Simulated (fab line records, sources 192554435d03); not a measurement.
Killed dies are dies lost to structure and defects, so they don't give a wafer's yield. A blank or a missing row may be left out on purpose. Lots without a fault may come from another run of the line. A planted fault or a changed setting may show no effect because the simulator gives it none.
fab line records | flow n5_finfet | part 1 of 2: steps 1 to 19 of 26
record lots=5 wafers=15 last_day=15
route steps=1938 shown BEOL_M4@1043
lots that met no fault: from a run of the same line without faults
start_h: hours from the record's first day to the start of the lot's first wafer shown | wait_h: hours since the lot's step before | " the same as in the row above | L1.1+2: a row that stands for several wafers | - no value, or no start given | * or withheld: withheld | < > ~ a bound
route shown NAME@n: a module of which the file shows steps, and the number in the route of the first | usual: mean/standard deviation of fault-free wafers | same: alike in all rows | chamber/n: place in a boat | sites: the reading at each site | _std_site: their standard deviation | _edge_site: outer sites' mean less inner sites' | radius_mm: how far each site lies from the wafer's centre | mask NAME#n: copy n | behind: the tool/chamber that last shaped the wafer | hold: why the lot was held/for how many hours/how that ended | device: the transistor (n, p or np) that didn't switch | end of line: the same wafers' tests at the end of the route | a step without rows: its recipe alone | killed: dies lost to structure and defects at the first sort, not the wafer's yield | map: a wafer's dies, x killed, . not, _ none there
set.NAME: the setting as run; set.NAME@STEP: as run at that earlier step | model.NAME: the simulator's own value behind a step, which no gauge read
lots at some steps of the route; a table a step, a row a wafer
services: from which hour (start_h, from the record's first day; less than 0 if before it) a tool's chamber was out of use, for how many hours, and why
## steps
# step N5_BEOL_M4_STRIP_66
# recipe chemistry=CF4 resist=SiARC power_w=300 bias_power_w=75 pressure_mtorr=50 cf4_flow_sccm=150 rf_frequency_hz=6e+07
# usual drypump_motor_current_A=5.9/0.55 oes_product_au=0.77/0.093 rf_vpp_V=271.5/1.6 showerhead_plenum_p_Torr=1.82/0.065 throttle_valve_pct=13.53/0.2
# columns lot.wafer tool chamber start_h wait_h drypump_motor_current_A oes_product_au rf_hours_counter_h rf_vpp_V showerhead_plenum_p_Torr throttle_valve_pct
L075.1 rie_diel-01 1 176.44 0.0 6.1 0.81 92 272.6 1.88 13.47
L075.4 " 2 " " 4.9 0.71 192 269.0 1.71 13.60
L075.6 " 2 " " 4.9 0.71 - 270.3 1.71 13.61
L078.2 rie_diel-05 3 190.78 0.0 6.2 0.69 238 268.1 1.71 13.64
L078.3 " 1 " " 6.5 0.70 206 270.9 1.77 13.35
L078.5 " 1 " " 6.5 0.71 - 271.7 1.77 13.35
L079.1 rie_diel-01 1 206.01 0.0 6.1 0.79 102 272.6 1.87 13.51
L079.5 " 1 " " 6.1 0.79 - 273.6 1.87 13.50
L079.6 " 2 " " 4.9 0.70 - 270.5 1.71 13.63
L081.1 rie_diel-01 2 209.31 0.0 4.9 0.70 203 268.9 1.71 13.62
L081.3 " 0 " " 6.8 0.73 179 270.4 1.79 13.71
L081.4 " 3 " " 5.1 0.82 62 269.4 1.76 13.34
L085.2 rie_diel-05 2 230.42 0.0 5.6 0.70 208 271.7 1.84 13.81
L085.4 " 1 " " 6.5 0.69 - 271.6 1.77 13.37
L085.5 " 2 " " 5.6 0.70 - 271.9 1.84 13.79
# step N5_BEOL_M4_HM_OPEN_17
# recipe chemistry=Cl2/BCl3 target_depth_a=200 overetch_a=60 target=TiN mask_material=SOC ion_energy_ev=150 pressure_mtorr=10 icp_w=1000 bias_w=126 Cl2_flow_sccm=53.25 bcl3_flow_sccm=21.75 Ar_flow_sccm=25
# usual bcl3_flow_sccm=21.76/0.066 drypump_motor_current_A=5.6/0.37 oes_product_au=0.69/0.074 throttle_valve_pct=22.03/0.19
# columns lot.wafer tool chamber start_h wait_h bcl3_flow_sccm drypump_motor_current_A oes_product_au rf_hours_counter_h throttle_valve_pct
L075.1 rie_metal-02 1 176.48 0.0 21.83 5.5 0.75 12 22.16
L075.4 " 0 " " 21.74 5.2 0.82 - 22.02
L075.6 " 0 " " 21.81 5.2 0.84 - 21.99
L078.2 rie_metal-02 1 190.82 0.0 21.77 5.5 0.73 13 22.17
L078.3 " 0 " " 21.78 5.2 0.81 - 22.02
L078.5 " 0 " " 21.70 5.2 0.81 - 22.03
L079.1 rie_metal-01 1 206.05 0.0 21.64 5.8 0.58 94 22.00
L079.5 " 0 " " 21.66 5.9 0.66 - 21.64
L079.6 " 1 " " 21.70 5.8 0.58 - 22.00
L081.1 rie_metal-01 0 209.35 0.0 21.80 5.9 0.65 41 21.66
L081.3 " 1 " " 21.70 5.9 0.59 - 21.99
L081.4 " 0 " " 21.78 5.9 0.66 - 21.63
L085.2 rie_metal-02 0 230.46 0.0 21.73 5.2 0.78 6 22.02
L085.4 " 0 " " 21.75 5.2 0.78 - 22.01
L085.5 " 1 " " 21.75 5.5 0.73 - 22.18
# step N5_BEOL_M4_STRIP_19
# recipe chemistry=O2 power_w=400 temp_c=40 pressure_mtorr=30 rf_frequency_hz=6e+07 bias_power_w=0 overash_fraction=0.2 o2_flow_sccm=225
# usual drypump_motor_current_A=6.0/0.56 oes_product_au=0.78/0.095 rf_vpp_V=3.7/0.51 showerhead_plenum_p_Torr=2.12/0.08 throttle_valve_pct=16.60/0.23
# columns lot.wafer tool chamber start_h wait_h drypump_motor_current_A oes_product_au rf_hours_counter_h rf_vpp_V showerhead_plenum_p_Torr throttle_valve_pct
L075.1 rie_diel-02 3 176.63 0.1 6.0 0.92 32 4.3 2.24 16.73
L075.4 " 2 " " 5.6 0.81 85 3.2 2.11 16.57
L075.6 " 3 " " 6.0 0.92 - 4.3 2.25 16.74
L078.2 rie_diel-05 2 190.93 0.1 5.6 0.73 190 3.2 2.17 16.90
L078.3 " 1 " " 6.5 0.71 206 3.5 2.06 16.32
L078.5 " 3 " " 6.2 0.72 - 4.0 2.00 16.78
L079.1 rie_diel-02 2 206.17 0.1 5.7 0.80 97 4.2 2.11 16.59
L079.5 " 0 " " 6.2 0.70 - 3.1 2.15 16.38
L079.6 " 3 " " 6.0 0.91 - 3.4 2.24 16.75
L081.1 rie_diel-01 3 209.46 0.1 5.1 0.82 62 3.9 2.02 16.26
L081.3 " 1 " " 6.2 0.81 103 3.4 2.21 16.70
L081.4 " 0 " " 6.8 0.72 179 4.5 2.08 16.75
L085.2 rie_diel-05 2 230.58 0.1 5.6 0.70 208 3.6 2.16 16.91
L085.4 " 2 " " 5.6 0.71 - 2.8 2.16 16.92
L085.5 " 0 " " 5.6 1.00 - 3.0 2.16 16.63
# step N5_BEOL_M4_CD_MEAS_18
# recipe pitch_nm=36 target_cd_nm=18
# usual cd_nm=18.0/0.31
# columns lot.wafer tool chamber start_h wait_h cd_nm
L075.1 cd_sem-02 - 176.70 0.0 18.0
L075.4 " - " " 18.3
L075.6 " - " " 18.2
L078.2 cd_sem-01 - 191.00 0.1 17.2
L078.3 " - " " 17.7
L078.5 " - " " 18.1
L079.1 cd_sem-02 - 206.24 0.0 18.0
L079.5 " - " " 18.5
L079.6 " - " " 18.5
L081.1 cd_sem-01 - 209.53 0.0 17.9
L081.3 " - " " 17.6
L081.4 " - " " 17.8
L085.2 cd_sem-02 - 230.65 0.1 18.0
L085.4 " - " " 17.9
L085.5 " - " " 17.8
# step N5_BEOL_M4_COAT_67
# recipe resist=SOC temp_c=250 time_s=60 spin_rpm=1500 resist_thk_nm=60
# usual exhaust_pa=45.1/0.96
# columns lot.wafer tool chamber start_h wait_h exhaust_pa
L075.1 litho_track-05 0 176.73 0.0 44.6
L075.4 " 0 " " 45.4
L075.6 " 0 " " 44.4
L078.2 litho_track-05 0 191.04 0.0 44.5
L078.3 " 0 " " 43.7
L078.5 " 0 " " 43.7
L079.1 litho_track-03 0 206.27 0.0 44.1
L079.5 " 0 " " 46.7
L079.6 " 0 " " 45.7
L081.1 litho_track-03 0 209.57 0.0 46.4
L081.3 " 0 " " 47.1
L081.4 " 0 " " 45.8
L085.2 litho_track-05 0 230.68 0.0 45.5
L085.4 " 0 " " 46.3
L085.5 " 0 " " 46.0
# step N5_BEOL_M4_COAT_68
# recipe resist=SiARC temp_c=220 time_s=60 spin_rpm=1500 resist_thk_nm=12
# usual exhaust_pa=44.9/0.91
# columns lot.wafer tool chamber start_h wait_h exhaust_pa
L075.1 litho_track-05 0 - - 45.4
L075.4 " 0 " " 43.9
L075.6 " 0 " " 44.9
L078.2 litho_track-05 0 - - 43.5
L078.3 " 0 " " 43.7
L078.5 " 0 " " 44.1
L079.1 litho_track-03 0 - - 45.1
L079.5 " 0 " " 45.0
L079.6 " 0 " " 45.0
L081.1 litho_track-03 0 - - 45.2
L081.3 " 0 " " 44.1
L081.4 " 0 " " 45.7
L085.2 litho_track-05 0 - - 45.5
L085.4 " 0 " " 45.3
L085.5 " 0 " " 45.0
# step N5_BEOL_M4_COAT_76
# recipe resist=underlayer temp_c=205 time_s=60 spin_rpm=1500 resist_thk_nm=5
# usual exhaust_pa=45.3/0.87
# columns lot.wafer tool chamber start_h wait_h exhaust_pa
L075.1 litho_track-05 0 - - 44.1
L075.4 " 0 " " 44.4
L075.6 " 0 " " 44.8
L078.2 litho_track-05 0 - - 44.8
L078.3 " 0 " " 44.9
L078.5 " 0 " " 45.9
L079.1 litho_track-03 0 - - 44.7
L079.5 " 0 " " 43.9
L079.6 " 0 " " 45.3
L081.1 litho_track-03 0 - - 46.2
L081.3 " 0 " " 45.1
L081.4 " 0 " " 46.1
L085.2 litho_track-05 0 - - 45.6
L085.4 " 0 " " 45.0
L085.5 " 0 " " 44.5
# step N5_BEOL_M4_COAT_22
# recipe resist=CAR-EUV spin_rpm=1500 resist_thk_nm=30
# usual exhaust_pa=44.8/0.82
# columns lot.wafer tool chamber start_h wait_h exhaust_pa
L075.1 litho_track-05 0 - - 43.9
L075.4 " 0 " " 44.0
L075.6 " 0 " " 45.6
L078.2 litho_track-05 0 - - 46.0
L078.3 " 0 " " 46.3
L078.5 " 0 " " 45.4
L079.1 litho_track-03 0 - - 45.1
L079.5 " 0 " " 44.8
L079.6 " 0 " " 44.3
L081.1 litho_track-03 0 - - 44.8
L081.3 " 0 " " 44.9
L081.4 " 0 " " 43.9
L085.2 litho_track-05 0 - - 44.0
L085.4 " 0 " " 44.2
L085.5 " 0 " " 45.2
# step N5_BEOL_M4_EBR_24
# recipe solvent=PGMEA ebr_width_mm=1.5
# usual exhaust_pa=45.2/0.9
# columns lot.wafer tool chamber start_h wait_h exhaust_pa
L075.1 litho_track-05 0 - - 44.7
L075.4 " 0 " " 46.2
L075.6 " 0 " " 46.3
L078.2 litho_track-05 0 - - 44.0
L078.3 " 0 " " 45.9
L078.5 " 0 " " 44.4
L079.1 litho_track-03 0 - - 45.2
L079.5 " 0 " " 45.1
L079.6 " 0 " " 44.6
L081.1 litho_track-03 0 - - 45.8
L081.3 " 0 " " 46.0
L081.4 " 0 " " 45.2
L085.2 litho_track-05 0 - - 46.1
L085.4 " 0 " " 47.7
L085.5 " 0 " " 46.4
# step N5_BEOL_M4_SOFTBAKE_23
# recipe temp_c=110 time_s=60 resist=CAR-EUV
# usual exhaust_pa=45.2/0.93
# columns lot.wafer tool chamber start_h wait_h exhaust_pa
L075.1 litho_track-05 0 - - 44.1
L075.4 " 0 " " 43.7
L075.6 " 0 " " 44.6
L078.2 litho_track-05 0 - - 45.3
L078.3 " 0 " " 45.3
L078.5 " 0 " " 45.3
L079.1 litho_track-03 0 - - 45.9
L079.5 " 0 " " 46.4
L079.6 " 0 " " 46.5
L081.1 litho_track-03 0 - - 44.2
L081.3 " 0 " " 46.0
L081.4 " 0 " " 45.9
L085.2 litho_track-05 0 - - 45.4
L085.4 " 0 " " 46.5
L085.5 " 0 " " 46.2
# step N5_BEOL_M4_EXPOSE_25
# recipe mask_id=V3 na=0.33 source_shape=quasar sigma_inner=0.2 sigma_outer=0.8 polarization=unpolarized defocus_nm=5 dose_mj=63
# usual exposure_dose_mJ_cm2=63.5/0.57
# same sigma_outer=0.8
# columns lot.wafer tool chamber start_h wait_h mask exposure_dose_mJ_cm2
L075.1 euv_scanner-02 0 176.87 - V3#0 63.0
L075.4 " 0 " " V3#0 62.9
L075.6 " 0 " " V3#0 63.0
L078.2 euv_scanner-01 0 191.31 - V3#0 64.1
L078.3 " 0 " " V3#0 64.1
L078.5 " 0 " " V3#0 64.0
L079.1 euv_scanner-01 0 206.54 - V3#0 64.2
L079.5 " 0 " " V3#0 64.1
L079.6 " 0 " " V3#0 64.2
L081.1 euv_scanner-01 0 209.70 - V3#0 64.2
L081.3 " 0 " " V3#0 64.2
L081.4 " 0 " " V3#0 64.2
L085.2 euv_scanner-02 0 230.83 - V3#0 63.0
L085.4 " 0 " " V3#0 63.1
L085.5 " 0 " " V3#0 63.0
# step N5_BEOL_M4_PEB_26
# recipe peb_temp_c=100 peb_time_s=60 resist=CAR-EUV
# usual exhaust_pa=45.1/0.86
# columns lot.wafer tool chamber start_h wait_h exhaust_pa
L075.1 litho_track-04 0 176.95 0.1 45.1
L075.4 " 0 " " 45.1
L075.6 " 0 " " 45.6
L078.2 litho_track-04 0 191.38 0.1 45.0
L078.3 " 0 " " 44.1
L078.5 " 0 " " 45.0
L079.1 litho_track-05 0 206.61 0.1 43.5
L079.5 " 0 " " 44.2
L079.6 " 0 " " 45.7
L081.1 litho_track-03 0 209.78 0.1 45.0
L081.3 " 0 " " 45.2
L081.4 " 0 " " 45.6
L085.2 litho_track-04 0 230.90 0.1 45.5
L085.4 " 0 " " 45.6
L085.5 " 0 " " 44.6
# step N5_BEOL_M4_DEVELOP_27
# recipe develop_time_s=30 developer=TMAH resist=CAR-EUV rinse_liquid=surfactant_rinse dry=air_spin dev_temp_c=23
# usual developer_temp_C=23.01/0.11 exhaust_pa=45.0/0.83
# columns lot.wafer tool chamber start_h wait_h developer_temp_C exhaust_pa
L075.1 litho_track-04 0 - - 23.14 44.7
L075.4 " 0 " " 23.22 44.9
L075.6 " 0 " " 23.04 43.8
L078.2 litho_track-04 0 - - 23.03 43.8
L078.3 " 0 " " 23.10 43.9
L078.5 " 0 " " 23.02 44.4
L079.1 litho_track-05 0 - - 22.89 45.5
L079.5 " 0 " " 23.12 45.1
L079.6 " 0 " " 22.97 44.1
L081.1 litho_track-03 0 - - 23.07 44.2
L081.3 " 0 " " 22.95 44.2
L081.4 " 0 " " 23.10 43.8
L085.2 litho_track-04 0 - - 22.89 44.3
L085.4 " 0 " " 22.86 45.9
L085.5 " 0 " " 22.82 44.9
# step N5_BEOL_M4_CD_MEAS_28
# recipe target_cd_nm=26.2 landing_energy_ev=500 detector=se_inlens target_cd_y_nm=24.1 polarity=opening
# usual cd_nm=26.19/0.24
# same landing_energy_ev=500
# columns lot.wafer tool chamber start_h wait_h cd_nm
L075.1 cd_sem-03 0 177.02 - 26.22
L075.4 " 0 " " 25.84
L075.6 " 0 " " 26.28
L078.2 cd_sem-02 0 191.45 - 26.43
L078.3 " 0 " " 26.13
L078.5 " 0 " " 26.39
L079.1 cd_sem-02 0 206.68 - 26.23
L079.5 " 0 " " 26.18
L079.6 " 0 " " 26.21
L081.1 cd_sem-01 0 209.85 - 25.81
L081.3 " 0 " " 26.01
L081.4 " 0 " " 26.17
L085.2 cd_sem-02 0 230.97 - 26.22
L085.4 " 0 " " 25.94
L085.5 " 0 " " 25.83
# step N5_BEOL_M4_OVL_MEAS_29
# recipe points_per_wafer=522
# usual V3_OVL=0.0/0.62
# columns lot.wafer tool chamber start_h wait_h V3_OVL[nm]
L075.1 overlay-02 0 177.05 0.0 0.9
L075.4 " 0 " " -0.2
L075.6 " 0 " " -0.4
L078.2 overlay-02 0 191.48 0.0 -0.6
L078.3 " 0 " " -1.0
L078.5 " 0 " " -0.4
L079.1 overlay-01 0 206.71 0.0 0.3
L079.5 " 0 " " 0.6
L079.6 " 0 " " 0.2
L081.1 overlay-02 0 209.88 0.0 -0.6
L081.3 " 0 " " 0.1
L081.4 " 0 " " 0.1
L085.2 overlay-01 0 231.00 0.0 -0.9
L085.4 " 0 " " -0.4
L085.5 " 0 " " -0.1
# step N5_BEOL_M4_INSPECT_30
# recipe mode=adi inspect_instrument=brightfield
# usual raw_defect_count=370/88
# columns lot.wafer tool chamber start_h wait_h raw_defect_count
L075.1 defect_inspect-01 - 177.11 0.1 293
L075.4 " - " " 286
L075.6 " - " " 375
L078.2 defect_inspect-01 - 191.54 0.0 376
L078.3 " - " " 342
L078.5 " - " " 397
L079.1 defect_inspect-01 - 206.77 0.1 212
L079.5 " - " " 285
L079.6 " - " " 278
L081.1 defect_inspect-02 - 209.94 0.1 384
L081.3 " - " " 443
L081.4 " - " " 332
L085.2 defect_inspect-01 - 231.05 0.0 369
L085.4 " - " " 342
L085.5 " - " " 302
# step N5_BEOL_M4_DESCUM_33
# recipe chemistry=O2 time_s=7 source_power_w=50 bias_power_w=20 pressure_mtorr=20 rf_frequency_hz=2.712e+07 temp_c=40 resist=CAR-EUV o2_flow_sccm=225
# usual drypump_motor_current_A=5.9/0.59 oes_product_au=0.77/0.08 rf_vpp_V=243.5/1.4 showerhead_plenum_p_Torr=2.11/0.082 throttle_valve_pct=20.36/0.27
# columns lot.wafer tool chamber start_h wait_h drypump_motor_current_A oes_product_au rf_hours_counter_h rf_vpp_V showerhead_plenum_p_Torr throttle_valve_pct
L075.1 rie_diel-05 2 177.14 0.0 5.6 0.72 186 242.9 2.17 20.66
L075.4 " 0 " " 5.6 0.68 241 244.8 2.16 20.79
L075.6 " 0 " " 5.6 0.69 - 244.4 2.16 20.77
L078.2 rie_diel-01 2 191.57 0.0 4.9 0.70 197 242.5 2.00 20.47
L078.3 " 0 " " 6.8 0.73 172 243.6 2.08 20.51
L078.5 " 3 " " 5.1 0.85 - 241.8 2.02 19.97
L079.1 rie_diel-01 0 206.90 0.1 6.8 0.71 178 241.4 2.08 20.52
L079.5 " 3 " " 5.1 0.82 - 242.3 2.02 19.97
L079.6 " 0 " " 6.8 0.72 - 242.8 2.08 20.52
L081.1 rie_diel-01 2 209.97 0.0 4.9 0.70 203 242.2 1.99 20.48
L081.3 " 1 " " 6.1 0.81 104 244.9 2.21 20.50
L081.4 " 3 " " 5.1 0.82 62 242.6 2.02 19.96
L085.2 rie_diel-01 0 231.09 0.0 6.8 0.73 186 243.1 2.08 20.53
L085.4 " 2 " " 4.9 0.70 211 242.6 1.99 20.49
L085.5 " 2 " " 4.9 0.70 - 241.8 1.99 20.50
# step N5_BEOL_M4_ETCH_77
# recipe chemistry=N2/H2 target=underlayer target_depth_a=65 mask_material=CAR-EUV time_s=5.2 ion_energy_ev=200 pressure_mtorr=30 source_w=840 bias_w=150 n2_flow_sccm=200 h2_flow_sccm=200 ends=cleared
# usual drypump_motor_current_A=5.9/0.6 etch_rf_on_time_s=5.19/0.13 oes_product_au=0.66/0.07 rf_vpp_V=524.4/2.9 showerhead_plenum_p_Torr=2.57/0.092 throttle_valve_pct=17.80/0.21
# columns lot.wafer tool chamber start_h wait_h drypump_motor_current_A etch_rf_on_time_s oes_product_au rf_hours_counter_h rf_vpp_V showerhead_plenum_p_Torr throttle_valve_pct
L075.1 rie_diel-05 2 177.17 0.0 5.6 5.42 0.60 186 525.6 2.63 18.14
L075.4 " 0 " " 5.6 5.19 0.59 241 525.8 2.59 18.06
L075.6 " 0 " " 5.6 5.25 0.58 - 525.3 2.59 18.06
L078.2 rie_diel-01 2 191.61 0.0 4.9 5.34 0.60 197 521.8 2.43 17.95
L078.3 " 0 " " 6.8 5.37 0.62 172 525.1 2.52 17.80
L078.5 " 3 " " 5.1 5.13 0.73 - 524.7 2.48 17.54
L079.1 rie_diel-01 0 206.94 0.0 6.8 5.38 0.61 178 525.3 2.52 17.85
L079.5 " 3 " " 5.1 5.12 0.71 - 520.9 2.48 17.53
L079.6 " 0 " " 6.8 5.35 0.60 - 524.0 2.52 17.83
L081.1 rie_diel-01 2 210.01 0.0 4.9 5.32 0.60 203 517.8 2.42 17.97
L081.3 " 1 " " 6.2 5.08 0.69 104 527.9 2.68 17.98
L081.4 " 3 " " 5.1 5.11 0.72 62 522.4 2.48 17.54
L085.2 rie_diel-01 0 231.12 0.0 6.8 5.31 0.61 186 523.1 2.52 17.83
L085.4 " 2 " " 4.9 5.32 0.60 211 519.1 2.42 17.98
L085.5 " 2 " " 4.9 5.30 0.59 - 519.5 2.42 17.99
# step N5_BEOL_M4_ETCH_69
# recipe chemistry=CF4 target=SiARC target_depth_a=156 mask_material=CAR-EUV time_s=26 ion_energy_ev=80 pressure_mtorr=40 source_w=545 bias_w=36 Ar_flow_sccm=100 cf4_flow_sccm=100 ends=cleared
# usual drypump_motor_current_A=5.9/0.59 etch_rf_on_time_s=25.9/0.66 oes_product_au=0.66/0.071 rf_vpp_V=184.2/1.3 showerhead_plenum_p_Torr=2.17/0.077 throttle_valve_pct=15.58/0.19
# columns lot.wafer tool chamber start_h wait_h drypump_motor_current_A etch_rf_on_time_s oes_product_au rf_hours_counter_h rf_vpp_V showerhead_plenum_p_Torr throttle_valve_pct
L075.1 rie_diel-05 2 177.19 0.0 5.6 26.7 0.60 186 184.5 2.22 15.81
L075.4 " 0 " " 5.6 26.5 0.57 241 183.1 2.20 15.98
L075.6 " 0 " " 5.6 26.4 0.58 - 184.0 2.20 15.98
L078.2 rie_diel-01 2 191.62 0.0 4.9 26.2 0.61 197 183.8 2.04 15.62
L078.3 " 0 " " 6.8 27.0 0.62 172 183.8 2.14 15.76
L078.5 " 3 " " 5.1 25.5 0.73 - 182.4 2.10 15.38
L079.1 rie_diel-01 0 206.95 0.0 6.8 26.9 0.62 178 184.1 2.14 15.76
L079.5 " 3 " " 5.1 25.3 0.72 - 184.0 2.10 15.40
L079.6 " 0 " " 6.8 26.6 0.62 - 183.8 2.14 15.77
L081.1 rie_diel-01 2 210.02 0.0 4.9 26.3 0.60 203 182.8 2.04 15.62
L081.3 " 1 " " 6.2 25.0 0.69 104 184.6 2.24 15.55
L081.4 " 3 " " 5.1 25.5 0.72 62 183.1 2.10 15.39
L085.2 rie_diel-01 0 231.14 0.0 6.8 26.1 0.62 186 184.2 2.14 15.79
L085.4 " 2 " " 4.9 26.1 0.60 211 182.3 2.04 15.66
L085.5 " 2 " " 4.9 26.0 0.59 - 182.2 2.04 15.65
